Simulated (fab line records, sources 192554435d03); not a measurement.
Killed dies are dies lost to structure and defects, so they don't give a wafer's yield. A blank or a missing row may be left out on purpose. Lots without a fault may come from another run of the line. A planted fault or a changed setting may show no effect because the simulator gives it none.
fab line records | flow n5_finfet
record lots=6 wafers=18 last_day=19
route steps=1938 shown BEOL_M3@1013 BEOL_M4@1021 PASSIVATION@1936
lots that met no fault: from a run of the same line without faults
start_h: hours from the record's first day to the start of the lot's first wafer shown | wait_h: hours since the lot's step before | " the same as in the row above | L1.1+2: a row that stands for several wafers | - no value, or no start given | * or withheld: withheld | < > ~ a bound
route shown NAME@n: a module of which the file shows steps, and the number in the route of the first | usual: mean/standard deviation of fault-free wafers | same: alike in all rows | chamber/n: place in a boat | sites: the reading at each site | _std_site: their standard deviation | _edge_site: outer sites' mean less inner sites' | radius_mm: how far each site lies from the wafer's centre | mask NAME#n: copy n | behind: the tool/chamber that last shaped the wafer | hold: why the lot was held/for how many hours/how that ended | device: the transistor (n, p or np) that didn't switch | end of line: the same wafers' tests at the end of the route | a step without rows: its recipe alone | killed: dies lost to structure and defects at the first sort, not the wafer's yield | map: a wafer's dies, x killed, . not, _ none there
set.NAME: the setting as run; set.NAME@STEP: as run at that earlier step | model.NAME: the simulator's own value behind a step, which no gauge read
lots at some steps of the route; a table a step, a row a wafer
services: from which hour (start_h, from the record's first day; less than 0 if before it) a tool's chamber was out of use, for how many hours, and why
## steps
# step N5_BEOL_M3_CMP_52
# recipe stop_on=SiOC t_overpolish_s=6.8 down_force_psi=1 platen_rpm=50 clearing_platen_down_force_psi=1.5 clearing_platen_rpm=50 post_cmp_clean=cu_alkaline target_thk_nm=40 clearing_platen_pad_velocity_m_s=0.99484 pad_velocity_m_s=0.99484
# usual barrier_field_endpoint_s=24.4/0.51 motor_current_A=5.8/0.32 overpolish_run_s=6.801/0.0082 time_to_endpoint_s=60.5/2.3
# columns lot.wafer tool chamber start_h wait_h barrier_field_endpoint_s motor_current_A overpolish_run_s time_to_endpoint_s
L903.4 cmp-01 0 202.50 0.3 24.3 6.0 6.805 62.8
L903.3 " 1 " " 24.6 5.9 6.803 62.2
L903.5 " 3 " " 24.2 5.8 6.794 56.6
L905.2 cmp-01 0 212.29 0.2 24.2 6.0 6.786 58.7
L905.1 " 3 " " 24.4 5.9 6.790 60.5
L905.5 " 1 " " 25.1 6.0 6.804 63.4
L911.1 cmp-01 3 250.74 0.3 23.7 5.8 6.793 57.3
L911.3 " 2 " " 24.5 6.3 6.801 60.8
L911.5 " 3 " " 24.0 5.9 6.793 58.6
L917.2 cmp-02 2 306.26 0.4 23.7 5.6 6.805 56.0
L917.1 " 3 " " 23.5 5.8 6.795 58.3
L917.6 " 2 " " 23.8 5.6 6.817 54.7
L916.1 cmp-01 1 314.55 0.3 24.1 5.8 6.810 59.3
L916.3 " 3 " " 23.8 6.2 6.804 56.1
L916.5 " 2 " " 24.7 6.0 6.790 60.8
L920.2 cmp-02 2 315.21 0.2 24.1 5.5 6.808 58.7
L920.3 " 3 " " 24.3 6.1 6.792 56.9
L920.6 " 3 " " 24.7 5.7 6.802 60.4
# step N5_BEOL_M3_THK_MEAS_53
# recipe thk_meas_gauge=xrf reads=Cu_of_BEOL_M3_ECD_50
# usual M3_THK=39.5/1.5
# columns lot.wafer tool chamber start_h wait_h M3_THK[nm]
L903.3 film_metro-02 - 202.72 - 38.2
L903.4 " - " " 38.3
L903.5 " - " " 38.4
L905.1 film_metro-01 - 212.58 - 38.5
L905.2 " - " " 37.6
L905.5 " - " " 41.3
L911.1 film_metro-02 - 251.03 - 36.0
L911.3 " - " " 41.3
L911.5 " - " " 39.2
L917.1 film_metro-01 - 306.51 - 37.7
L917.2 " - " " 37.3
L917.6 " - " " 39.2
L916.1 film_metro-01 - 314.84 - 36.7
L916.3 " - " " 35.7
L916.5 " - " " 38.8
L920.2 film_metro-02 - 315.50 - 39.0
L920.3 " - " " 38.7
L920.6 " - " " 39.6
# step N5_BEOL_M3_PRE_CLEAN_60
# recipe gas=NH3/H2 time_s=15 temp_c=* rf_power_w=300
# step N5_BEOL_M3_CO_CAP_55
# recipe material=Co target_thk_a=20 temp_c=200 precursor=CCTBA/H2 pressure_torr=30 time_s=102.1
# usual heater_power_w=239/23 susceptor_temp_C=199.97/0.16
# columns lot.wafer tool chamber start_h wait_h heater_power_w susceptor_temp_C
L903.3 cvd_co-02 1 202.80 0.0 244 199.88
L903.4 " 2 " " 238 199.99
L903.5 " 1 " " 244 200.24
L905.1 cvd_co-02 2 212.66 0.0 242 200.18
L905.2 " 1 " " 243 199.70
L905.5 " 0 " " 286 199.99
L911.1 cvd_co-01 0 251.11 0.0 221 199.82
L911.3 " 2 " " 216 200.24
L911.5 " 1 " " 251 199.82
L917.1 cvd_co-01 1 306.73 0.0 248 199.94
L917.2 " 2 " " 218 200.42
L917.6 " 2 " " 217 200.13
L916.1 cvd_co-01 2 314.92 0.0 223 199.97
L916.3 " 0 " " 217 200.08
L916.5 " 1 " " 250 200.05
L920.2 cvd_co-01 0 315.58 0.0 223 199.84
L920.3 " 1 " " 248 200.07
L920.6 " 1 " " 248 199.90
# step N5_BEOL_M3_PRE_CLEAN_56
# recipe gas=NH3 time_s=15 temp_c=withheld rf_power_w=300
# step N5_BEOL_M3_DEP_57
# recipe material=SiCN target_thk_a=80 temp_c=withheld precursor=3MS/NH3 pressure_torr=3 rf_w=202 time_s=14
# step N5_BEOL_M3_RS_MEAS_58
# recipe thk_meas_gauge=four-point-probe reads=Co_of_BEOL_M3_CO_CAP_55+Cu_of_BEOL_M3_ECD_50+Co_of_BEOL_M3_CVD_47+TaN_of_BEOL_M3_ALD_84
# usual M3_RS=0.69/0.033
# columns lot.wafer tool chamber start_h wait_h M3_RS[ohm/sq]
L903.3 film_metro-01 - 202.98 0.1 0.71
L903.4 " - " " 0.71
L903.5 " - " " 0.71
L905.1 film_metro-02 - 212.84 0.0 0.70
L905.2 " - " " 0.73
L905.5 " - " " 0.65
L911.1 film_metro-02 - 251.29 0.0 0.77
L911.3 " - " " 0.64
L911.5 " - " " 0.69
L917.1 film_metro-01 - 306.92 0.0 0.72
L917.2 " - " " 0.73
L917.6 " - " " 0.69
L916.1 film_metro-01 - 315.10 0.0 0.74
L916.3 " - " " 0.77
L916.5 " - " " 0.69
L920.2 film_metro-02 - 315.77 0.1 0.69
L920.3 " - " " 0.70
L920.6 " - " " 0.68
# step N5_BEOL_M3_INSPECT_59
# recipe inspect_instrument=darkfield mode=post_dep
# usual raw_defect_count=70/21
# columns lot.wafer tool chamber start_h wait_h raw_defect_count
L903.3 defect_inspect-02 - 203.01 0.0 72
L903.4 " - " " 40
L903.5 " - " " 29
L905.1 defect_inspect-01 - 212.87 0.0 121
L905.2 " - " " 47
L905.5 " - " " 100
L911.1 defect_inspect-02 - 251.32 0.0 52
L911.3 " - " " 99
L911.5 " - " " 91
L917.1 defect_inspect-01 - 306.94 0.0 46
L917.2 " - " " 42
L917.6 " - " " 45
L916.1 defect_inspect-01 - 315.13 0.0 69
L916.3 " - " " 88
L916.5 " - " " 52
L920.2 defect_inspect-02 - 315.79 0.0 104
L920.3 " - " " 100
L920.6 " - " " 83
# step N5_BEOL_M4_ILD_DEP_00
# recipe material=SiOC target_thk_a=790 temp_c=350 precursor=DEMS/O2 pressure_torr=5 rf_w=500 time_s=15.3
# usual heater_power_w=492/68 showerhead_plenum_p_Torr=5.702/0.012 susceptor_temp_C=350.00/0.21 throttle_valve_pct=12.0/0.8
# columns lot.wafer tool chamber start_h wait_h heater_power_w showerhead_plenum_p_Torr susceptor_temp_C throttle_valve_pct
L903.3 pecvd-04 0 203.06 0.1 424 5.696 349.93 12.7
L903.4 " 1 " " 567 5.710 349.77 11.0
L903.5 " 1 " " 558 5.722 349.40 11.2
L905.1 pecvd-02 2 212.91 0.0 462 5.708 350.00 11.0
L905.2 " 1 " " 468 5.701 349.91 12.8
L905.5 " 1 " " 467 5.704 349.94 12.7
L911.1 pecvd-02 2 251.36 0.0 483 5.713 350.20 11.1
L911.3 " 1 " " 450 5.701 349.73 12.7
L911.5 " 1 " " 455 5.698 349.99 12.7
L917.1 pecvd-04 2 306.98 0.0 440 5.701 349.74 11.4
L917.2 " 1 " " 507 5.713 350.11 11.4
L917.6 " 0 " " 463 5.709 349.97 12.3
L916.1 pecvd-04 0 315.17 0.0 400 5.688 349.62 12.6
L916.3 " 2 " " 490 5.706 350.16 11.4
L916.5 " 0 " " 400 5.692 349.85 12.6
L920.2 pecvd-04 2 315.83 0.0 460 5.713 349.96 11.7
L920.3 " 1 " " 543 5.730 350.00 11.3
L920.6 " 0 " " 473 5.697 349.90 12.9
# step N5_BEOL_M4_THK_MEAS_01
# recipe reads=SiOC_of_BEOL_M4_ILD_DEP_00
# usual M4_ILD_THK=79.2/0.96
# columns lot.wafer tool chamber start_h wait_h M4_ILD_THK[nm]
L903.3 film_metro-01 - 203.13 0.1 80.8
L903.4 " - " " 79.1
L903.5 " - " " 79.2
L905.1 film_metro-02 - 212.97 0.0 78.4
L905.2 " - " " 78.5
L905.5 " - " " 80.7
L911.1 film_metro-01 - 251.43 0.1 78.2
L911.3 " - " " 79.3
L911.5 " - " " 80.7
L917.1 film_metro-01 - 307.05 0.0 78.1
L917.2 " - " " 77.5
L917.6 " - " " 78.6
L916.1 film_metro-02 - 315.23 0.0 78.9
L916.3 " - " " 78.7
L916.5 " - " " 80.1
L920.2 film_metro-01 - 315.91 0.1 78.7
L920.3 " - " " 78.6
L920.6 " - " " 79.7
# step N5_BEOL_M4_PECVD_72
# recipe material=SiO2 target_thk_a=160 temp_c=400 precursor=TEOS/O2 pressure_torr=5.5 rf_w=450 teos_flow_sccm=53.8 gas=O2 flow_sccm=3000 time_s=18
# usual heater_power_w=733/110 showerhead_plenum_p_Torr=8.81/0.033 susceptor_temp_C=399.98/0.23 throttle_valve_pct=22.7/1.6
# columns lot.wafer tool chamber start_h wait_h heater_power_w showerhead_plenum_p_Torr susceptor_temp_C throttle_valve_pct
L903.3 pecvd-02 0 203.17 0.0 504 8.80 399.99 24.5
L903.4 " 0 " " 529 8.83 399.96 24.5
L903.5 " 1 " " 701 8.83 400.33 24.0
L905.1 pecvd-02 2 213.01 0.0 699 8.81 400.04 20.9
L905.2 " 1 " " 678 8.80 399.87 23.8
L905.5 " 0 " " 617 8.82 399.66 24.8
L911.1 pecvd-02 0 251.46 0.0 527 8.80 399.98 24.3
L911.3 " 1 " " 657 8.81 400.34 23.8
L911.5 " 2 " " 674 8.81 399.70 21.1
L917.1 pecvd-03 2 307.08 0.0 613 8.79 399.64 21.0
L917.2 " 0 " " 810 8.77 400.02 24.9
L917.6 " 2 " " 631 8.79 399.92 20.9
L916.1 pecvd-02 2 315.27 0.0 749 8.82 400.12 20.8
L916.3 " 1 " " 661 8.80 400.04 24.0
L916.5 " 1 " " 689 8.82 399.88 23.8
L920.2 pecvd-03 2 315.95 0.0 689 8.80 399.89 20.5
L920.3 " 0 " " 833 8.78 399.71 25.0
L920.6 " 1 " " 978 8.80 399.97 22.3
# step N5_BEOL_M4_HM_DEP_02
# recipe material=TiN target_thk_a=200 temp_c=25 chamber_pressure_pa=0.49996
# usual susceptor_temp_C=25.02/0.098 throttle_valve_pct=30.1/1.6
# columns lot.wafer tool chamber start_h wait_h susceptor_temp_C throttle_valve_pct
L903.3 pvd_sputter-01 - 206.50 3.3 25.05 28.3
L903.4 " - " " 24.98 32.8
L903.5 " - " " 25.18 29.5
L905.1 pvd_sputter-03 - 213.90 0.9 24.91 29.8
L905.2 " - " " 25.22 29.6
L905.5 " - " " 24.95 31.0
L911.1 pvd_sputter-01 - 251.55 0.1 24.95 29.6
L911.3 " - " " 24.98 33.1
L911.5 " - " " 24.85 28.1
L917.1 pvd_sputter-03 - 307.71 0.6 25.16 29.2
L917.2 " - " " 25.00 30.9
L917.6 " - " " 25.18 29.3
L916.1 pvd_sputter-02 - 316.10 0.8 24.99 29.3
L916.3 " - " " 24.88 32.4
L916.5 " - " " 25.09 29.4
L920.2 pvd_sputter-01 - 316.38 0.4 25.02 30.0
L920.3 " - " " 24.98 29.2
L920.6 " - " " 25.05 29.8
# step N5_BEOL_M4_COAT_61
# recipe resist=SOC temp_c=250 time_s=60 spin_rpm=1500 resist_thk_nm=60
# usual heater_power_total_W=500.4/1.9 run_length_s=66.28/0.24 spin_speed_rpm=1500.1/1
# columns lot.wafer tool chamber start_h wait_h heater_power_total_W run_length_s spin_speed_rpm model.SOC_of_BEOL_M4_COAT_61.thk_nm
L903.3 litho_track-03 0 206.63 0.1 502.7 66.30 1499.7 60
L903.4 " 0 " " 499.0 66.21 1498.8 60.2
L903.5 " 0 " " 501.6 66.26 1499.8 60
L905.1 litho_track-02 0 214.02 0.1 674.3 43.75 1499.1 60.2
L905.2 " 0 " " 502.2 66.60 1499.0 60.2
L905.5 " 0 " " 672.0 43.76 1500.9 60.4
L911.1 litho_track-02 0 251.67 0.1 667.7 43.89 1499.2 60.6
L911.3 " 0 " " 499.7 66.49 1499.6 60.2
L911.5 " 0 " " 667.4 43.79 1498.7 60.6
L917.1 litho_track-01 0 307.84 0.1 502.5 65.84 1499.5 60.4
L917.2 " 0 " " 502.3 65.81 1498.9 60.6
L917.6 " 0 " " 498.7 65.80 1499.3 60.2
L916.1 litho_track-02 0 316.24 0.1 503.3 66.44 1501.4 60.2
L916.3 " 0 " " 502.4 66.67 1500.3 60
L916.5 " 0 " " 501.9 66.57 1498.5 60.2
L920.2 litho_track-01 0 316.50 0.1 499.4 66.03 1499.2 60.2
L920.3 " 0 " " 498.0 66.06 1500.6 60
L920.6 " 0 " " 501.8 66.16 1501.3 60.2
# step N5_BEOL_M4_COAT_62
# recipe resist=SiARC temp_c=220 time_s=60 spin_rpm=1500 resist_thk_nm=12
# step N5_BEOL_M4_RC_MEAS_101
# usual DIBL_N=36.3/1.2 DIBL_P=36.3/1.4 IOFF_N=0.160/0.02 IOFF_P=0.210/0.025 ION_N=675/9.5 ION_P=462/7 SS_N=71.5/0.53 SS_P=73.4/0.55 VT_N=249.5/2.6 VT_P=-250.1/2.9
# columns lot.wafer tool chamber start_h wait_h DIBL_N[mV/V] DIBL_P[mV/V] IOFF_N[nA/um] IOFF_P[nA/um] ION_N[uA/um] ION_P[uA/um] SS_N[mV/dec] SS_P[mV/dec] VT_N[mV] VT_P[mV]
L903.3 prober-01 0 217.18 0.3 38.7 38.6 0.172 0.204 672 456 71.3 74.3 247.4 -251.5
L903.4 " 0 " " 36.3 35.5 0.122 0.163 655 448 71.2 73.3 255.3 -255.2
L903.5 " 0 " " 39.0 38.6 0.175 0.213 677 453 72.3 73.9 249.6 -251.1
L905.1 prober-01 0 221.03 0.0 38.1 38.2 0.185 0.239 685 468 71.7 73.6 250.3 -249.3
L905.2 " 0 " " 36.5 35.4 0.151 0.197 682 460 71.9 73.5 252.0 -251.2
L905.5 " 0 " " 38.6 38.3 0.192 0.237 693 471 72.1 73.9 249.6 -250.4
L911.1 prober-02 0 287.80 0.0 35.5 34.7 0.166 0.219 682 470 71.3 73.3 246.6 -244.4
L911.3 " 0 " " 36.7 36.9 0.196 0.255 694 476 72.0 74.2 243.6 -246.3
L911.5 " 0 " " 37.1 36.3 0.194 0.242 692 474 72.1 73.5 245.6 -246.1
L917.1 prober-02 0 338.15 0.0 38.0 39.3 0.195 0.254 681 471 71.8 72.9 247.0 -247.5
L917.2 " 0 " " 36.0 36.0 0.144 0.194 675 463 71.4 73.5 249.6 -252.1
L917.6 " 0 " " 38.7 39.4 0.194 0.248 692 471 71.4 74.3 245.6 -246.6
L916.1 prober-02 0 340.93 0.0 36.8 35.9 0.166 0.219 687 469 70.9 73.9 250.1 -247.4
L916.3 " 0 " " 36.7 34.8 0.151 0.198 675 460 71.4 73.7 250.3 -250.7
L916.5 " 0 " " 35.4 33.9 0.135 0.179 671 462 70.9 73.3 252.3 -251.9
L920.2 prober-01 0 344.78 0.2 35.6 36.0 0.156 0.203 679 467 71.0 73.2 250.4 -251.1
L920.3 " 0 " " 34.5 34.2 0.126 0.171 667 456 70.7 72.8 252.0 -252.9
L920.6 " 0 " " 35.7 35.7 0.150 0.198 676 461 70.9 73.6 252.8 -251.7
# step N5_PASSIVATION_PROBE_49
# usual defect_limited_yield=90.9/1.3 killed_at_M0_to_M3=36/11 killed_at_M4_up=13/5.1 killed_at_contacts=14/4.9 killed_at_front_end=41/10 killed_at_other=3.4/2.6 killed_dies=107/16 killed_open=70/11 killed_short=36/7.8 sort_bin_5_function=5.4/0.84 sort_bin_6_memory=3.4/0.67 sort_n_pass=1073/16 sort_yield_pct=90.9/1.3
# same gross_dies=1180 killed_at_back_side=0 sort_bin_4_leakage[%]=0 sort_bin_8_speed[%]=0
# columns lot.wafer tool chamber start_h wait_h defect_limited_yield[%] killed_at_M0_to_M3 killed_at_M4_up killed_at_contacts killed_at_front_end killed_at_other killed_dies killed_open killed_short sort_bin_5_function[%] sort_bin_6_memory[%] sort_n_pass sort_yield_pct[%]
L903.3 prober-01 - 333.13 0.1 91.6 28 9 16 44 2 99 68 31 5.3 3.1 1081 91.6
L903.4 prober-01 - 333.18 0.2 92.8 18 6 8 49 4 85 56 27 4.4 2.6 1095 92.8
L903.5 prober-01 - 333.23 0.2 90.1 39 10 24 41 3 117 85 31 5.4 3.8 1063 90.1
L911.1 prober-02 - 393.91 0.0 90.6 40 12 13 44 2 111 64 46 6.0 2.9 1069 90.6
L911.3 prober-02 - 394.01 0.1 91.1 27 10 15 50 3 105 77 27 5.7 3.0 1075 91.1
L911.5 prober-02 - 394.11 0.2 89.5 41 17 20 41 5 124 85 37 6.1 4.2 1056 89.5
L916.1 prober-02 - 460.38 0.0 94.2 29 6 12 20 2 69 52 17 3.1 2.5 1111 94.2
L916.3 prober-02 - 460.48 0.1 93.5 23 9 4 38 3 77 50 23 3.6 3.0 1103 93.5
L916.5 prober-02 - 460.58 0.2 93.0 33 10 9 29 2 83 57 26 4.7 2.0 1097 93.0
# killed by level:class
L903.3 FIN_SAQP:geometric_particle:open=14 MOL_CONTACT_COAG:geometric_particle:open=12 FIN_SAQP:geometric_particle:short=9 BEOL_M3:geometric_particle:open=8 BEOL_M1:geometric_particle:open=6 DUMMY_GATE:geometric_particle:open=4 MOL_CONTACT_COAG:geometric_particle:short=4 BEOL_M0_SAQP:geometric_particle:open=4
L903.4 FIN_SAQP:geometric_particle:open=10 STI_FIN_REVEAL:geometric_particle:open=9 BEOL_M1:geometric_particle:open=7 ILD0:geometric_particle:open=5 MOL_CONTACT_COAG:geometric_particle:open=5 FIN_SAQP:geometric_particle:short=4 DUMMY_GATE:geometric_particle:short=4 GATE_CUT:geometric_particle:short=4
L903.5 MOL_CONTACT_COAG:geometric_particle:open=19 BEOL_M3:geometric_particle:open=10 BEOL_M1:geometric_particle:open=9 FIN_SAQP:geometric_particle:short=8 FIN_SAQP:geometric_particle:open=7 DUMMY_GATE:geometric_particle:open=7 BEOL_M2:geometric_particle:open=7 MOL_CONTACT_COAG:geometric_particle:short=5
L911.1 MOL_CONTACT_COAG:geometric_particle:open=11 FIN_SAQP:geometric_particle:short=11 FIN_SAQP:geometric_particle:open=10 BEOL_M0_SAQP:geometric_particle:short=9 BEOL_M2:geometric_particle:open=9 BEOL_M1:geometric_particle:open=6 STARTING-WAFER:geometric_particle:short=6 BEOL_M2:geometric_particle:short=4
L911.3 MOL_CONTACT_COAG:geometric_particle:open=15 FIN_SAQP:geometric_particle:open=12 FIN_SAQP:geometric_particle:short=9 DUMMY_GATE:geometric_particle:open=9 BEOL_M0_SAQP:geometric_particle:open=8 BEOL_M2:geometric_particle:open=7 STI_FIN_REVEAL:geometric_particle:open=4 BEOL_M0_SAQP:geometric_particle:short=4
L911.5 MOL_CONTACT_COAG:geometric_particle:open=16 FIN_SAQP:geometric_particle:open=11 STI_FIN_REVEAL:geometric_particle:open=10 FIN_SAQP:geometric_particle:short=9 BEOL_M0_SAQP:geometric_particle:open=9 BEOL_M1:geometric_particle:open=8 BEOL_M3:geometric_particle:open=7 BEOL_M2:geometric_particle:open=6
L916.1 MOL_CONTACT_COAG:geometric_particle:open=10 BEOL_M0_SAQP:geometric_particle:open=7 FIN_SAQP:geometric_particle:open=6 BEOL_M3:geometric_particle:open=6 BEOL_M0:geometric_particle:open=4 STI_FIN_REVEAL:geometric_particle:open=3 BEOL_M0_SAQP:geometric_particle:short=3 BEOL_M1:geometric_particle:open=3
L916.3 FIN_SAQP:geometric_particle:open=14 FIN_SAQP:geometric_particle:short=8 BEOL_M0_SAQP:geometric_particle:short=6 GATE_CUT:geometric_particle:open=5 MOL_CONTACT_COAG:geometric_particle:open=4 BEOL_M0_SAQP:geometric_particle:open=3 BEOL_M0:geometric_particle:open=3 BEOL_M2:geometric_particle:open=3
L916.5 BEOL_M0_SAQP:geometric_particle:open=9 MOL_CONTACT_COAG:geometric_particle:open=9 BEOL_M2:geometric_particle:open=9 FIN_SAQP:geometric_particle:open=7 BEOL_M0_SAQP:geometric_particle:short=7 GATE_CUT:geometric_particle:short=5 BEOL_M4:geometric_particle:short=5 STI_FIN_REVEAL:geometric_particle:open=4
## services
# columns tool chamber start_h hours kind
litho_track-02 - 185.61 - consumable_replace:filter
cmp-02 - 201.20 1.1 repair
pecvd-04 2 202.38 - clean
pecvd-04 2 202.38 - consumable_replace:showerhead
pecvd-04 2 202.38 29.0 scheduled_down
pecvd-04 2 202.38 29.0 vent_cycle
cmp-01 - 203.65 1.3 repair
pecvd-04 0 212.20 5.5 scheduled_down
pecvd-04 1 224.13 2.1 scheduled_down
cmp-01 - 225.37 0.7 repair
pecvd-02 2 255.76 6.7 repair
cvd_co-01 0 258.76 11.8 repair
litho_track-02 - 268.20 - consumable_replace:filter
pecvd-03 1 271.19 2.1 repair
cmp-01 - 275.16 0.4 repair
pecvd-03 0 276.97 8.1 repair
pecvd-04 0 284.53 2.1 scheduled_down
cmp-02 - 289.28 0.3 repair
pecvd-04 - 289.99 14.6 pm
cmp-02 - 301.15 0.9 repair
cmp-01 - 304.45 6.7 pm
cvd_co-02 - 305.14 28.1 pm
pecvd-04 - 309.82 0.5 repair
cmp-01 - 312.79 1.2 repair
## key
first_sign step=N5_BEOL_M4_COAT_61 reading=run_length_s direction=down sigmas=93 usual=* struck=*
effect step=N5_BEOL_M4_COAT_61 reading=heater_power_total_W direction=up sigmas=92 usual=* struck=*
model_effect step=N5_BEOL_M4_COAT_61 value=SOC_of_BEOL_M4_COAT_61.thk_nm without=60.1 struck=60.45
met_at N5_BEOL_M4_COAT_61
struck_wafers L905.1,L905.5,L911.1,L911.5
fault kind=process_parameter_drift tool=litho_track-02 chamber=- onset_h=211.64 steps=N5_BEOL_M4_COAT_61 channel=time_s offset=* shape=step end_h=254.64 scope=struck_wafers_only acts_in=* stated=*
